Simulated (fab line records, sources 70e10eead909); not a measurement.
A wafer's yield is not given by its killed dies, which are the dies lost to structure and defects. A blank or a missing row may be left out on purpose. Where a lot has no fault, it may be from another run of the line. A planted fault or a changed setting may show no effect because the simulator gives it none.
Struck lot and sound lot, side by side + flow nand_harc + 21 steps out of a route of 1302
Sound: these wafers, L163.4, L163.5, L163.6. Struck: wafer L170.5. (L170.1, L170.2 of the same lot were not struck and are left out.) The cause comes at the end.
For every step that has rows: the tool of each side, followed by ch and its chambers, followed by its first start. Under that, the readings that differ: sound wafers + struck wafers + difference of the means + sigmas: that difference in standard deviations of wafers without a fault.
alike: a reading whose means differ by less than 2 such deviations, as well as words and numbers matching on both sides. not compared: withheld readings; readings where some wafer has no value; bounds like >300 that might hide an equal value; numbers whose values overlap and for which the record gives no deviation.
The two part at a step that has a row with sigmas, a row that says differs or no value, or rows on one side only. When numbers do not overlap yet have no deviation, they are printed without sigmas and do not part them. A reading that every wafer of one side lacks parts them only if that side has two wafers or more.

first, 1 step without rows for these wafers: NHARC_A_M0_SRD_25.
NHARC_A_M0_INSPECT_27:
  struck on defect_inspect-01, day 29 07:11; sound on defect_inspect-02, day 25 20:41
| reading          | sound       | struck | difference | sigmas |
|------------------|-------------|--------|------------|--------|
| raw_defect_count | 567 872 803 | 429    | -318       | -2     |
NHARC_A_M0_PRE_CLEAN_31: time 12 s.
  sound on pecvd-04 ch 0,1,2, day 25 20:47; struck on pecvd-04 ch 1, day 29 07:16
  alike: heater_power_w, rf_fwd_power_W
NHARC_A_M0_DEP_32: deposits SiCN, target thk 30 nm.
  sound on pecvd-04 ch 0,1,2, day 25 20:58; struck on pecvd-04 ch 1, day 29 07:20
| reading            | sound             | struck | difference | sigmas |
|--------------------|-------------------|--------|------------|--------|
| rf_fwd_power_W (W) | 452.2 450.7 449.2 | 447.3  | -3.4       | -3     |
  alike: heater_power_w
then, 7 steps without rows for these wafers: NHARC_A_M1_DEP_00 (deposits SiOC, target thk 182.5 nm); NHARC_A_M1_DEHYDRATE_01 (time 120 s); NHARC_A_M1_HMDS_02 (time 30 s); NHARC_A_M1_COAT_34 (time 65 s); NHARC_A_M1_COAT_03 (resist thk 90 nm); NHARC_A_M1_SOFTBAKE_04 (time 55 s); NHARC_A_M1_EBR_05.
NHARC_A_M1_EXPOSE_06: exposes mask A M1, target cd 120 nm.
  sound on arfi_scanner-02 ch 0, day 25 22:14; struck on arfi_scanner-01 ch 0, day 29 08:27
  alike: mask, focus_offset_nm
then, 2 steps without rows for these wafers: NHARC_A_M1_PEB_07 (peb time 65 s); NHARC_A_M1_DEVELOP_08 (develop time 35 s).
NHARC_A_M1_CD_MEAS_09: target cd 120 nm.
  sound on cd_sem-03 ch 0, day 25 22:22; struck on cd_sem-03 ch 0, day 29 08:35
  alike: cd_nm
NHARC_A_M1_OVL_MEAS_10: pitch 240 nm.
  struck on overlay-02, day 29 08:40; sound on overlay-02, day 25 22:27
| reading           | sound       | struck | difference | sigmas |
|-------------------|-------------|--------|------------|--------|
| overlay_y_nm (nm) | 1.3 1.1 1.6 | -0.7   | -2.0       | -3     |
  alike: overlay_x_nm
NHARC_A_M1_INSPECT_11:
  struck on defect_inspect-02, day 29 08:43; sound on defect_inspect-02, day 25 22:29
| reading          | sound       | struck | difference | sigmas |
|------------------|-------------|--------|------------|--------|
| raw_defect_count | 191 162 154 | 92     | -77        | -2     |
NHARC_A_M1_DESCUM_14: chemistry O2, time 3 s.
  sound on rie_diel-09 ch 0,2,3, day 25 22:34; struck on rie_diel-10 ch 3, day 29 08:47
| reading               | sound             | struck | difference | sigmas |
|-----------------------|-------------------|--------|------------|--------|
| rf_vpp_V (V)          | 57.6 57.3 58.2    | 60.3   | +2.6       | +3     |
| model.A_M1.cd_nm (nm) | 120.5 119.7 120.8 | 120.9  | +0.6       |        |
  alike: drypump_motor_current_A, oes_product_au, showerhead_plenum_p_Torr, throttle_valve_pct
  not compared: rf_hours_counter_h
NHARC_A_M1_ETCH_35: etches the open film in N2/H2, target depth 40 nm, overetch 12 nm, time 43.94 s.
  sound on rie_diel-09 ch 0,1, day 25 22:38; struck on rie_diel-10 ch 0, day 29 08:52
  alike: drypump_motor_current_A, h2_flow_sccm, oes_product_au, rf_fwd_power_W, rf_vpp_V, showerhead_plenum_p_Torr, throttle_valve_pct
  not compared: rf_hours_counter_h
NHARC_A_M1_ETCH_15: etches the open film in C4F8/Ar, target depth 182.5 nm, time 91.2 s.
  sound on rie_diel-09 ch 0,1,3; struck on rie_diel-10 ch 3
| reading               | sound             | struck | difference | sigmas |
|-----------------------|-------------------|--------|------------|--------|
| model.A_M1.cd_nm (nm) | 120.5 119.3 120.4 | 120.7  | +0.6       |        |
  alike: oes_product_au, rf_fwd_power_W, rf_vpp_V
  not compared: rf_hours_counter_h
NHARC_A_M1_CD_MEAS_16:
  struck on cd_sem-03, day 29 09:05; sound on cd_sem-02, day 25 22:51
  alike: cd_nm

WHERE THEY PART
Earliest at NHARC_A_M0_INSPECT_27; latest, in this record, at NHARC_A_M1_DESCUM_14. Later steps at which nothing parts them and some readings are alike: NHARC_A_M1_ETCH_35, NHARC_A_M1_ETCH_15, NHARC_A_M1_CD_MEAS_16.

WHY: whatever the simulator had introduced
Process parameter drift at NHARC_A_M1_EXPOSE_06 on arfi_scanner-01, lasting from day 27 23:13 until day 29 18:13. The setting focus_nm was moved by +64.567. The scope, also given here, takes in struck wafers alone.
